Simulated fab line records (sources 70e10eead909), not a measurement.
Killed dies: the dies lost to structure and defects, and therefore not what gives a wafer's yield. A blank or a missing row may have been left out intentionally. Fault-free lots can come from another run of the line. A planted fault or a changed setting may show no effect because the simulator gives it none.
fab line records | flow nand-harc
record lots=13 | wafers=39 | last-day=33
route steps=1302 shown A_DECK1_JOINT@528 A_ONON_D2@553 A_CHANNEL_HOLE_D2@571 END@1302
lots that met no fault: from a run of the same line without faults
start-h: the number of hours between the record's first day and the start of the first shown wafer of the lot | wait-h: time in hours since the lot's previous step | " unchanged from the row above | L1.1+2: one row covering several wafers at once | - no value, or no start given | * or withheld: withheld | < > ~ a bound
route shown NAME@n: NAME is a module with steps in the file, n the number in the route of the first one | usual: mean/standard deviation taken from wafers without a fault | same: alike in all rows | chamber/n: place in a boat | sites: readings site by site | _std_site: the values' standard deviation | _edge_site: outer sites' mean less inner sites' | radius-mm: for every site, how far away it sits from the centre of the wafer | mask NAME#n: copy n | behind: the last tool/chamber to shape the wafer | hold: cause of the lot's hold/its duration in hours/its outcome | device: the transistor (n, p or np) that didn't switch | end of line: tests run on the same wafers once the route is complete | for a step that has no rows: nothing shown but its recipe | killed: dies that structure and defects cost at the first sort, which is not the same as the wafer's yield | map: dies across one wafer; x = killed, . = not, _ = none there
set.NAME: the setting that was run; set.NAME@STEP: the one run at that earlier step | model.NAME: the simulator's own value behind a step, which no gauge read
route steps across a sampled set of lots; one table per step, one row per wafer
services: a tool's chamber out of use, with start hour (start-h, from the record's first day; less than 0 if before it), hours out, and reason
## steps
# step NHARC_A_DECK1_JOINT_THK_MEAS_14
# recipe thk-meas-gauge=ellipsometry
# usual thk-nm=50.8/1.9
lot.wafer | tool          | chamber | start-h | wait-h | thk-nm
L102.1    | film-metro-02 | -       | 261.08  | 0.2    | 54.9
L102.4    | "             | -       | "       | "      | 54.5
L102.5    | "             | -       | "       | "      | 54.9
L103.3    | film-metro-02 | -       | 261.09  | 0.2    | 50.5
L103.4    | "             | -       | "       | "      | 50.5
L103.6    | "             | -       | "       | "      | 51.3
L104.4    | film-metro-02 | -       | 281.12  | 0.2    | 53.1
L104.5    | "             | -       | "       | "      | 52.6
L104.6    | "             | -       | "       | "      | 49.8
L106.3    | film-metro-02 | -       | 295.04  | 0.2    | 53.5
L106.4    | "             | -       | "       | "      | 51.2
L106.5    | "             | -       | "       | "      | 53.8
L108.1    | film-metro-02 | -       | 319.46  | 0.2    | 52.9
L108.4    | "             | -       | "       | "      | 50.3
L108.6    | "             | -       | "       | "      | 52.5
L109.1    | film-metro-02 | -       | 326.99  | 0.2    | 52.1
L109.3    | "             | -       | "       | "      | 48.5
L109.5    | "             | -       | "       | "      | 50.7
L110.1    | film-metro-02 | -       | 342.11  | 0.2    | 48.6
L110.2    | "             | -       | "       | "      | 52.8
L110.6    | "             | -       | "       | "      | 50.1
L111.1    | film-metro-01 | -       | 358.71  | 0.2    | 49.6
L111.5    | "             | -       | "       | "      | 51.7
L111.6    | "             | -       | "       | "      | 53.6
L117.2    | film-metro-02 | -       | 410.89  | 0.2    | 51.6
L117.3    | "             | -       | "       | "      | 48.3
L117.4    | "             | -       | "       | "      | 50.6
L119.1    | film-metro-02 | -       | 420.44  | 0.2    | 48.0
L119.2    | "             | -       | "       | "      | 53.2
L119.5    | "             | -       | "       | "      | 50.7
L120.2    | film-metro-02 | -       | 444.01  | 0.2    | 50.6
L120.4    | "             | -       | "       | "      | 49.8
L120.5    | "             | -       | "       | "      | 49.4
L122.3    | film-metro-02 | -       | 473.62  | 0.2    | 45.2
L122.5    | "             | -       | "       | "      | 51.3
L122.6    | "             | -       | "       | "      | 48.1
L124.3    | film-metro-02 | -       | 486.27  | 0.2    | 52.4
L124.4    | "             | -       | "       | "      | 49.5
L124.5    | "             | -       | "       | "      | 51.8
# step NHARC_A_ONON_D2_DEP_12
# recipe target-thk-a=10000 | n2-flow-sccm=2750 | n2o-flow-sccm=2000 | nh3-flow-sccm=500 | sih4-flow-sccm=210 | temp-c=400
lot.wafer  | tool          | chamber | start-h | wait-h
L102.1+4+5 | pecvd-onon-01 | 0       | 287.12  | 0.1
L103.3+4+6 | pecvd-onon-02 | 0       | 287.25  | 0.2
L104.4+5+6 | pecvd-onon-03 | 0       | 310.44  | 0.2
L106.3+4+5 | pecvd-onon-01 | 0       | 327.18  | 0.2
L108.1+4+6 | pecvd-onon-03 | 0       | 344.73  | 0.1
L109.1+3+5 | pecvd-onon-01 | 0       | 350.28  | 0.1
L110.1+2+6 | pecvd-onon-01 | 0       | 366.24  | 0.1
L111.1+5+6 | pecvd-onon-03 | 0       | 391.48  | 0.1
L117.2+3+4 | pecvd-onon-03 | 0       | 434.02  | 0.1
L119.1+2+5 | pecvd-onon-03 | 0       | 449.50  | 0.1
L120.2+4+5 | pecvd-onon-03 | 0       | 469.85  | 0.1
L122.3+5+6 | pecvd-onon-02 | 0       | 507.46  | 0.2
L124.3+4+5 | pecvd-onon-02 | 0       | 519.33  | 0.2
# step NHARC_A_ONON_D2_THK_MEAS_14
# recipe thk-meas-gauge=ellipsometry
# usual thk-nm=1001/10
lot.wafer | tool          | chamber | start-h | wait-h | hold                     | thk-nm
L102.1    | film-metro-02 | -       | 287.63  | -      | -                        | 995
L102.4    | "             | -       | "       | "      | -                        | 995
L102.5    | "             | -       | "       | "      | -                        | 995
L103.3    | film-metro-02 | -       | 287.64  | -      | -                        | 1001
L103.4    | "             | -       | "       | "      | -                        | 1002
L103.6    | "             | -       | "       | "      | -                        | 1000
L104.4    | film-metro-02 | -       | 310.77  | -      | -                        | 993
L104.5    | "             | -       | "       | "      | -                        | 993
L104.6    | "             | -       | "       | "      | -                        | 994
L106.3    | film-metro-02 | -       | 327.57  | -      | -                        | 1006
L106.4    | "             | -       | "       | "      | -                        | 1008
L106.5    | "             | -       | "       | "      | -                        | 1007
L108.1    | film-metro-02 | -       | 345.23  | -      | -                        | 1005
L108.4    | "             | -       | "       | "      | -                        | 1005
L108.6    | "             | -       | "       | "      | -                        | 1005
L109.1    | film-metro-02 | -       | 350.79  | -      | -                        | 996
L109.3    | "             | -       | "       | "      | -                        | 996
L109.5    | "             | -       | "       | "      | -                        | 998
L110.1    | film-metro-02 | -       | 366.74  | -      | -                        | 1003
L110.2    | "             | -       | "       | "      | -                        | 1005
L110.6    | "             | -       | "       | "      | -                        | 1004
L111.1    | film-metro-02 | -       | 391.98  | -      | -                        | 1012
L111.5    | "             | -       | "       | "      | -                        | 1011
L111.6    | "             | -       | "       | "      | -                        | 1012
L117.2    | film-metro-02 | -       | 434.48  | -      | await-dispo/0.2h/release | 649
L117.3    | "             | -       | "       | "      | await-dispo/0.2h/release | 649
L117.4    | "             | -       | "       | "      | await-dispo/0.2h/release | 648
L117.2    | film-metro-02 | -       | 434.65  | 0.2    | -                        | 650
L117.3    | "             | -       | "       | "      | -                        | 650
L117.4    | "             | -       | "       | "      | -                        | 649
L119.1    | film-metro-02 | -       | 450.02  | -      | await-dispo/0.2h/release | 697
L119.2    | "             | -       | "       | "      | await-dispo/0.2h/release | 698
L119.5    | "             | -       | "       | "      | await-dispo/0.2h/release | 699
L119.1    | film-metro-02 | -       | 450.19  | 0.2    | -                        | 697
L119.2    | "             | -       | "       | "      | -                        | 698
L119.5    | "             | -       | "       | "      | -                        | 699
L120.2    | film-metro-02 | -       | 470.30  | -      | await-dispo/0.2h/release | 663
L120.4    | "             | -       | "       | "      | await-dispo/0.2h/release | 661
L120.5    | "             | -       | "       | "      | await-dispo/0.2h/release | 661
L120.2    | film-metro-02 | -       | 470.47  | 0.2    | -                        | 661
L120.4    | "             | -       | "       | "      | -                        | 661
L120.5    | "             | -       | "       | "      | -                        | 664
L122.3    | film-metro-01 | -       | 507.86  | -      | -                        | 992
L122.5    | "             | -       | "       | "      | -                        | 989
L122.6    | "             | -       | "       | "      | -                        | 991
L124.3    | film-metro-01 | -       | 519.72  | -      | -                        | 991
L124.4    | "             | -       | "       | "      | -                        | 990
L124.5    | "             | -       | "       | "      | -                        | 991
# step NHARC_A_CHANNEL_HOLE_D2_DEP_01
# recipe target-thk-a=1400 | target-thk-nm=140 | temp-c=400 | pressure-torr=3.5 | flow-sccm=200 | rf-w=350 | material=SiON
# usual heater-power-w=798/91
lot.wafer | tool     | chamber | start-h | wait-h | heater-power-w
L102.1    | pecvd-01 | 0       | 301.14  | 1.6    | 570
L102.4    | "        | 0       | "       | "      | 590
L102.5    | "        | 2       | "       | "      | 750
L103.3    | pecvd-04 | 1       | 301.37  | 1.0    | 867
L103.6    | "        | 2       | "       | "      | 781
L103.4    | "        | 0       | "       | "      | 830
L104.4    | pecvd-02 | 2       | 327.18  | 0.7    | 839
L104.6    | "        | 0       | "       | "      | 836
L104.5    | "        | 1       | "       | "      | 678
L106.3    | pecvd-04 | 0       | 343.20  | 1.0    | 687
L106.5    | "        | 0       | "       | "      | 695
L106.4    | "        | 2       | "       | "      | 859
L108.1    | pecvd-02 | 1       | 359.57  | 1.6    | 666
L108.6    | "        | 1       | "       | "      | 675
L108.4    | "        | 2       | "       | "      | 767
L109.3    | pecvd-02 | 2       | 367.08  | 1.0    | 775
L109.1    | "        | 0       | "       | "      | 812
L109.5    | "        | 0       | "       | "      | 831
L110.2    | pecvd-04 | 0       | 393.64  | 1.3    | 736
L110.1    | "        | 1       | "       | "      | 980
L110.6    | "        | 2       | "       | "      | 752
L111.1    | pecvd-01 | 0       | 408.17  | 1.7    | 694
L111.6    | "        | 2       | "       | "      | 811
L111.5    | "        | 0       | "       | "      | 707
L122.3    | pecvd-04 | 2       | 521.78  | 1.0    | 773
L122.6    | "        | 0       | "       | "      | 757
L122.5    | "        | 1       | "       | "      | 880
L124.3    | pecvd-04 | 0       | 532.77  | 1.1    | 822
L124.5    | "        | 1       | "       | "      | 906
L124.4    | "        | 0       | "       | "      | 832
# step NHARC_A_CHANNEL_HOLE_D2_INSPECT_12
# usual raw-defect-count=31/24
lot.wafer | tool              | chamber | start-h | wait-h | raw-defect-count
L102.1    | defect-inspect-01 | -       | 301.86  | 0.0    | 12
L102.4    | "                 | -       | "       | "      | 5
L102.5    | "                 | -       | "       | "      | 9
L103.3    | defect-inspect-02 | -       | 302.22  | 0.0    | 78
L103.4    | "                 | -       | "       | "      | 57
L103.6    | "                 | -       | "       | "      | 52
L104.4    | defect-inspect-02 | -       | 327.94  | 0.0    | 9
L104.5    | "                 | -       | "       | "      | 5
L104.6    | "                 | -       | "       | "      | 10
L106.3    | defect-inspect-01 | -       | 344.05  | 0.0    | 1
L106.4    | "                 | -       | "       | "      | 9
L106.5    | "                 | -       | "       | "      | 11
L108.1    | defect-inspect-01 | -       | 360.38  | 0.0    | 4
L108.4    | "                 | -       | "       | "      | 6
L108.6    | "                 | -       | "       | "      | 8
L109.1    | defect-inspect-02 | -       | 367.93  | 0.0    | 64
L109.3    | "                 | -       | "       | "      | 63
L109.5    | "                 | -       | "       | "      | 53
L110.1    | defect-inspect-02 | -       | 394.49  | 0.0    | 49
L110.2    | "                 | -       | "       | "      | 50
L110.6    | "                 | -       | "       | "      | 62
L111.1    | defect-inspect-01 | -       | 408.96  | 0.0    | 50
L111.5    | "                 | -       | "       | "      | 32
L111.6    | "                 | -       | "       | "      | 44
L122.3    | defect-inspect-01 | -       | 522.57  | 0.0    | 17
L122.5    | "                 | -       | "       | "      | 22
L122.6    | "                 | -       | "       | "      | 20
L124.3    | defect-inspect-02 | -       | 533.48  | 0.0    | 4
L124.4    | "                 | -       | "       | "      | 4
L124.5    | "                 | -       | "       | "      | 7
# step NHARC_END_SORT_01
# recipe temp-c=25
# usual killed-at-array=54/21 | killed-at-other=0.9/1.1 | killed-at-periphery=3.5/2.5 | killed-dies=58/21 | killed-open=3.3/1.9 | killed-short=2.6/1.8
# same gross-dies=677
lot.wafer | tool      | chamber | start-h | wait-h | hold                   | killed-at-array | killed-at-other | killed-at-periphery | killed-dies | killed-open | killed-short
L102.1    | prober-02 | 0       | 568.35  | 2.5    | -                      | 56              | 0               | 2                   | 58          | 2           | 3
L102.4    | prober-02 | 0       | 570.76  | 3.4    | -                      | 53              | 0               | 4                   | 57          | 6           | 2
L102.5    | prober-02 | 0       | 571.56  | 3.7    | -                      | 52              | 0               | 4                   | 56          | 5           | 0
L108.1    | prober-02 | 0       | 631.30  | 2.5    | -                      | 33              | 0               | 3                   | 36          | 1           | 5
L108.4    | prober-02 | 0       | 633.69  | 3.4    | -                      | 33              | 2               | 0                   | 35          | 2           | 2
L108.6    | prober-02 | 0       | 635.28  | 4.0    | -                      | 44              | 0               | 1                   | 45          | 5           | 1
L109.1    | prober-01 | 0       | 642.49  | 2.5    | -                      | 86              | 0               | 4                   | 90          | 3           | 4
L109.3    | prober-01 | 0       | 644.09  | 3.1    | -                      | 101             | 0               | 2                   | 103         | 3           | 3
L109.5    | prober-01 | 0       | 645.70  | 3.7    | -                      | 76              | 1               | 3                   | 80          | 2           | 3
L110.1    | prober-02 | 0       | 659.93  | 2.5    | -                      | 55              | 0               | 1                   | 56          | 5           | 2
L110.2    | prober-02 | 0       | 660.73  | 2.8    | -                      | 49              | 0               | 1                   | 50          | 3           | 3
L110.6    | prober-02 | 0       | 663.92  | 4.0    | -                      | 55              | 0               | 2                   | 57          | 6           | 3
L111.1    | prober-01 | 0       | 674.43  | 2.5    | -                      | 46              | 0               | 5                   | 51          | 3           | 1
L111.5    | prober-01 | 0       | 677.66  | 3.7    | -                      | 37              | 0               | 4                   | 41          | 1           | 2
L111.6    | prober-01 | 0       | 678.46  | 4.0    | -                      | 42              | 0               | 5                   | 47          | 5           | 2
L120.2    | prober-01 | 0       | 756.47  | 2.8    | await-dispo/3.8h/scrap | 672             | 2               | 3                   | 677         | 5           | 3
L120.4    | prober-01 | 0       | 758.06  | 3.4    | await-dispo/3.8h/scrap | 674             | 1               | 2                   | 677         | 2           | 2
L120.5    | prober-01 | 0       | 758.86  | 3.7    | await-dispo/3.8h/scrap | 673             | 0               | 4                   | 677         | 3           | 5
L117.2    | prober-01 | 0       | 761.08  | 2.8    | await-dispo/3.8h/scrap | 673             | 2               | 2                   | 677         | 5           | 3
L117.3    | prober-01 | 0       | 761.87  | 3.1    | await-dispo/3.8h/scrap | 674             | 2               | 1                   | 677         | 4           | 3
L117.4    | prober-01 | 0       | 762.67  | 3.4    | await-dispo/3.8h/scrap | 673             | 2               | 2                   | 677         | 6           | 0
L119.1    | prober-02 | 0       | 770.79  | 2.5    | -                      | 675             | 0               | 2                   | 677         | 4           | 0
L119.2    | prober-02 | 0       | 771.59  | 2.8    | -                      | 673             | 2               | 2                   | 677         | 6           | 2
L119.5    | prober-02 | 0       | 773.98  | 3.7    | -                      | 673             | 0               | 4                   | 677         | 6           | 4
# killed by level:class
L102.1 A_CHANNEL_HOLE_D2:chamber-film-flake=36 A_CHANNEL_FILL_D1:chamber-film-flake=4 A_CONTACT:chamber-film-flake=4 A_CHANNEL_HOLE_D1:chamber-film-flake=2 A_DECK1_JOINT:chamber-film-flake=2 A_SLIT:chamber-film-flake=2 A_WL_FILL:chamber-film-flake=2 P_BONDPAD:geometric-particle:short=1
L102.4 A_CHANNEL_HOLE_D2:chamber-film-flake=34 A_CONTACT:chamber-film-flake=5 P_GATE:chamber-film-flake=2 A_CHANNEL_HOLE_D1:chamber-film-flake=2 A_ONON_D1:geometric-particle:open=1 A_CHANNEL_FILL_D1:geometric-particle:open=1 A_DECK1_JOINT:geometric-particle:open=1 A_ONON_D2:geometric-particle:open=1
L102.5 A_CHANNEL_HOLE_D2:chamber-film-flake=33 A_CHANNEL_FILL_D1:chamber-film-flake=6 A_CONTACT:chamber-film-flake=4 A_WL_FILL:chamber-film-flake=3 P_GATE:chamber-film-flake=2 A_SLIT:chamber-film-flake=2 P_CONTACT:geometric-particle:open=1 P_BONDPAD:geometric-particle:open=1
L108.1 A_SLIT:chamber-film-flake=17 A_CHANNEL_HOLE_D2:chamber-film-flake=6 A_ONON_D2:geometric-particle:short=2 A_WL_FILL:geometric-particle:short=2 A_CONTACT:chamber-film-flake=2 P_M0:geometric-particle:open=1 A_ONON_D1:geometric-particle:short=1 P_ZERO_WELL:chamber-film-flake=1
L108.4 A_SLIT:chamber-film-flake=12 A_CHANNEL_HOLE_D2:chamber-film-flake=12 A_CHANNEL_FILL_D2:chamber-film-flake=2 A_SOURCE_PLATE:geometric-particle:short=1 A_BLC:geometric-particle:open=1 A_M1:geometric-particle:open=1 STARTING-WAFER:geometric-particle:short=1 A_CHANNEL_HOLE_D1:chamber-film-flake=1
L108.6 A_SLIT:chamber-film-flake=27 A_CHANNEL_HOLE_D2:chamber-film-flake=6 A_CHANNEL_HOLE_D1:chamber-film-flake=3 A_CHANNEL_FILL_D2:geometric-particle:open=2 A_SOURCE_PLATE:geometric-particle:short=1 A_ONON_D1:geometric-particle:open=1 A_SGD_CUT:geometric-particle:open=1 A_CONTACT:geometric-particle:open=1
L109.1 A_SLIT:chamber-film-flake=29 A_CHANNEL_HOLE_D1:chamber-film-flake=26 A_CHANNEL_HOLE_D2:chamber-film-flake=18 A_CHANNEL_FILL_D1:chamber-film-flake=3 A_STAIRCASE:chamber-film-flake=3 P_STI:chamber-film-flake=2 P_GATE:geometric-particle:open=1 A_ONON_D1:geometric-particle:short=1
L109.3 A_CHANNEL_HOLE_D1:chamber-film-flake=34 A_CHANNEL_HOLE_D2:chamber-film-flake=32 A_SLIT:chamber-film-flake=24 A_CHANNEL_FILL_D1:chamber-film-flake=4 A_STAIRCASE:chamber-film-flake=2 P_M0:geometric-particle:open=1 P_M2:geometric-particle:open=1 A_CHANNEL_FILL_D1:geometric-particle:open=1
L109.5 A_CHANNEL_HOLE_D1:chamber-film-flake=29 A_CHANNEL_HOLE_D2:chamber-film-flake=20 A_SLIT:chamber-film-flake=18 A_CONTACT:chamber-film-flake=3 A_ZERO_WELL:chamber-film-flake=2 P_M0:geometric-particle:short=1 P_M0:geometric-particle:open=1 P_M2:geometric-particle:open=1
L110.1 A_CHANNEL_HOLE_D1:chamber-film-flake=30 A_CHANNEL_HOLE_D2:chamber-film-flake=11 A_SLIT:chamber-film-flake=3 A_STAIRCASE:chamber-film-flake=2 A_BLC:chamber-film-flake=2 P_M2:geometric-particle:short=1 A_ONON_D1:geometric-particle:short=1 A_ONON_D1:geometric-particle:open=1
L110.2 A_CHANNEL_HOLE_D1:chamber-film-flake=28 A_CHANNEL_HOLE_D2:chamber-film-flake=9 A_STAIRCASE:chamber-film-flake=2 A_BLC:chamber-film-flake=2 P_STI:geometric-particle:short=1 A_SOURCE_PLATE:geometric-particle:short=1 A_CHANNEL_FILL_D1:geometric-particle:short=1 A_CHANNEL_FILL_D1:geometric-particle:open=1
L110.6 A_CHANNEL_HOLE_D1:chamber-film-flake=31 A_CHANNEL_HOLE_D2:chamber-film-flake=9 A_ONON_D1:geometric-particle:open=2 A_CHANNEL_HOLE_D1:geometric-particle:short=2 A_CHANNEL_FILL_D1:chamber-film-flake=2 A_STAIRCASE:chamber-film-flake=2 P_CONTACT:geometric-particle:open=1 A_CHANNEL_HOLE_D1:geometric-particle:open=1
L111.1 A_CHANNEL_HOLE_D1:chamber-film-flake=33 A_CONTACT:chamber-film-flake=5 P_ZERO_WELL:chamber-film-flake=2 A_STAIRCASE:chamber-film-flake=2 P_GATE:geometric-particle:open=1 P_M1:geometric-particle:open=1 A_CHANNEL_FILL_D2:geometric-particle:open=1 A_WL_FILL:geometric-particle:short=1
L111.5 A_CHANNEL_HOLE_D1:chamber-film-flake=21 A_CONTACT:chamber-film-flake=6 A_SLIT:chamber-film-flake=5 A_CHANNEL_FILL_D2:chamber-film-flake=3 P_CONTACT:geometric-particle:short=1 P_M0:geometric-particle:open=1 A_STAIRCASE:geometric-particle:short=1 P_ZERO_WELL:chamber-film-flake=1
L111.6 A_CHANNEL_HOLE_D1:chamber-film-flake=29 A_SLIT:chamber-film-flake=3 A_WL_FILL:chamber-film-flake=3 A_STAIRCASE:chamber-film-flake=2 P_M0:geometric-particle:open=1 P_M1:geometric-particle:short=1 P_M1:geometric-particle:open=1 A_ONON_D1:geometric-particle:short=1
L120.2 A_ONON_D2:area-dep=637 A_CHANNEL_HOLE_D1:chamber-film-flake=10 A_SLIT:chamber-film-flake=9 A_STAIRCASE:chamber-film-flake=4 A_CHANNEL_HOLE_D2:chamber-film-flake=3 A_DECK1_JOINT:geometric-particle:open=2 A_CONTACT:chamber-film-flake=2 A_SOURCE_PLATE:geometric-particle:short=1
L120.4 A_ONON_D2:area-dep=642 A_CHANNEL_HOLE_D1:chamber-film-flake=13 A_STAIRCASE:chamber-film-flake=6 A_SLIT:chamber-film-flake=6 A_CONTACT:chamber-film-flake=3 A_ONON_D2:geometric-particle:short=1 A_CHANNEL_FILL_D2:geometric-particle:open=1 A_CHANNEL_FILL_D2:geometric-particle:short=1
L120.5 A_ONON_D2:area-dep=633 A_CHANNEL_HOLE_D1:chamber-film-flake=16 A_SLIT:chamber-film-flake=10 A_CONTACT:chamber-film-flake=5 P_GATE:chamber-film-flake=3 A_STAIRCASE:chamber-film-flake=2 A_DECK1_JOINT:geometric-particle:short=2 P_M0:geometric-particle:open=1
L117.2 A_ONON_D2:area-dep=611 A_CHANNEL_HOLE_D2:chamber-film-flake=19 A_SLIT:chamber-film-flake=18 A_CHANNEL_HOLE_D1:chamber-film-flake=9 A_CHANNEL_FILL_D2:chamber-film-flake=3 A_STAIRCASE:chamber-film-flake=3 A_ONON_D1:geometric-particle:short=2 P_ZERO_WELL:chamber-film-flake=2
L117.3 A_ONON_D2:area-dep=610 A_SLIT:chamber-film-flake=30 A_CHANNEL_HOLE_D2:chamber-film-flake=14 A_CHANNEL_HOLE_D1:chamber-film-flake=7 A_STAIRCASE:chamber-film-flake=3 A_CHANNEL_FILL_D2:chamber-film-flake=2 THIN_TSV:chamber-film-flake=2 A_ONON_D1:geometric-particle:short=1
L117.4 A_ONON_D2:area-dep=620 A_SLIT:chamber-film-flake=18 A_CHANNEL_HOLE_D2:chamber-film-flake=15 A_CHANNEL_HOLE_D1:chamber-film-flake=8 A_CHANNEL_FILL_D2:chamber-film-flake=3 A_CHANNEL_FILL_D1:geometric-particle:open=2 A_WL_FILL:geometric-particle:open=2 A_STAIRCASE:chamber-film-flake=2
L119.1 A_ONON_D2:area-dep=620 A_SLIT:chamber-film-flake=21 A_CHANNEL_HOLE_D1:chamber-film-flake=12 A_CONTACT:chamber-film-flake=11 A_DECK1_JOINT:chamber-film-flake=3 P_BONDPAD:chamber-film-flake=2 A_CHANNEL_FILL_D1:geometric-particle:open=1 A_DECK1_JOINT:geometric-particle:open=1
L119.2 A_ONON_D2:area-dep=608 A_SLIT:chamber-film-flake=32 A_CONTACT:chamber-film-flake=13 A_CHANNEL_HOLE_D1:chamber-film-flake=8 P_BONDPAD:chamber-film-flake=2 A_CHANNEL_FILL_D2:geometric-particle:open=2 A_STAIRCASE:chamber-film-flake=2 THIN_TSV:chamber-film-flake=2
L119.5 A_ONON_D2:area-dep=613 A_SLIT:chamber-film-flake=21 A_CONTACT:chamber-film-flake=13 A_CHANNEL_HOLE_D1:chamber-film-flake=12 P_BONDPAD:chamber-film-flake=3 A_ONON_D2:geometric-particle:short=2 A_WL_FILL:chamber-film-flake=2 A_ONON_D1:geometric-particle:open=1
## services
tool          | chamber | start-h | hours | kind
pecvd-01      | 1       | 268.22  | 22.6  | repair
pecvd-onon-01 | -       | 269.02  | 13.0  | pm
pecvd-04      | -       | 269.39  | 13.0  | pm
pecvd-04      | 0       | 269.39  | 13.0  | vent-cycle
pecvd-04      | 1       | 269.39  | 13.0  | vent-cycle
pecvd-04      | 2       | 269.39  | 14.5  | vent-cycle
pecvd-04      | 0       | 282.39  | -     | clean
pecvd-04      | 1       | 282.39  | -     | clean
pecvd-01      | -       | 319.14  | 13.0  | pm
pecvd-onon-02 | -       | 366.43  | 13.0  | pm
pecvd-01      | 2       | 374.59  | 10.6  | repair
pecvd-04      | 2       | 385.57  | 4.8   | repair
pecvd-02      | 2       | 390.50  | 13.8  | repair
pecvd-onon-03 | -       | 408.00  | 13.0  | pm
pecvd-02      | -       | 408.15  | 13.0  | pm
pecvd-01      | -       | 442.86  | 3.3   | repair
pecvd-onon-01 | -       | 450.02  | 13.0  | pm
pecvd-04      | -       | 450.39  | 13.0  | pm
pecvd-04      | 0       | 450.39  | 13.0  | vent-cycle
pecvd-04      | 1       | 450.39  | 13.0  | vent-cycle
pecvd-04      | 2       | 450.39  | 13.0  | vent-cycle
pecvd-04      | 0       | 463.39  | -     | clean
pecvd-04      | -       | 463.51  | 1.0   | repair
pecvd-01      | -       | 500.14  | 13.0  | pm
## key
first-sign step=NHARC_A_ONON_D2_THK_MEAS_14 | reading=visit | direction=added
effect step=NHARC_A_ONON_D2_THK_MEAS_14 | reading=thk-nm | direction=down | sigmas=32 | usual=1001 | struck=669
effect step=NHARC_END_SORT_01 | reading=killed-at-array | direction=up | sigmas=29 | usual=54 | struck=673
more-kills-born-at NHARC_A_ONON_D2_DEP_12@pecvd-onon-03=5594
met-at NHARC_A_ONON_D2_DEP_12
struck-lots L117,L119,L120
later-rows-left-out L117.2,L117.3,L117.4,L119.1,L119.2,L119.5,L120.2,L120.4,L120.5
tester-left-out L117,L119,L120
loop-trim step=NHARC_A_CHANNEL_HOLE_D2_EXPOSE_07 | setting=dose | lots=L120
not-acting-at NHARC_A_DECK1_JOINT_THK_MEAS_14,NHARC_A_CHANNEL_HOLE_D2_DEP_01,NHARC_A_CHANNEL_HOLE_D2_INSPECT_12
onset-between 391.48 434.02
fault kind=process-parameter-drift | tool=pecvd-onon-03 | chamber=- | onset-h=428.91 | steps=NHARC_A_ONON_D2_DEP_12 | channel=target-thk-a | offset=* | shape=step | end-h=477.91 | acts-in=* | stated=*
# tester-left-out: of these lots the tester's yield and bins aren't shown, on N5 and GAA mostly nor the transistor test; their killed dies are dies lost to structure and defects alone, not to doping, threshold or leakage, so they don't give the yield
# later-rows-left-out: the simulator's readings of these wafers behind a module that went badly wrong aren't trusted and aren't shown, but for the sort
# loop-trim: a control loop set the setting to another value than it would have without faults
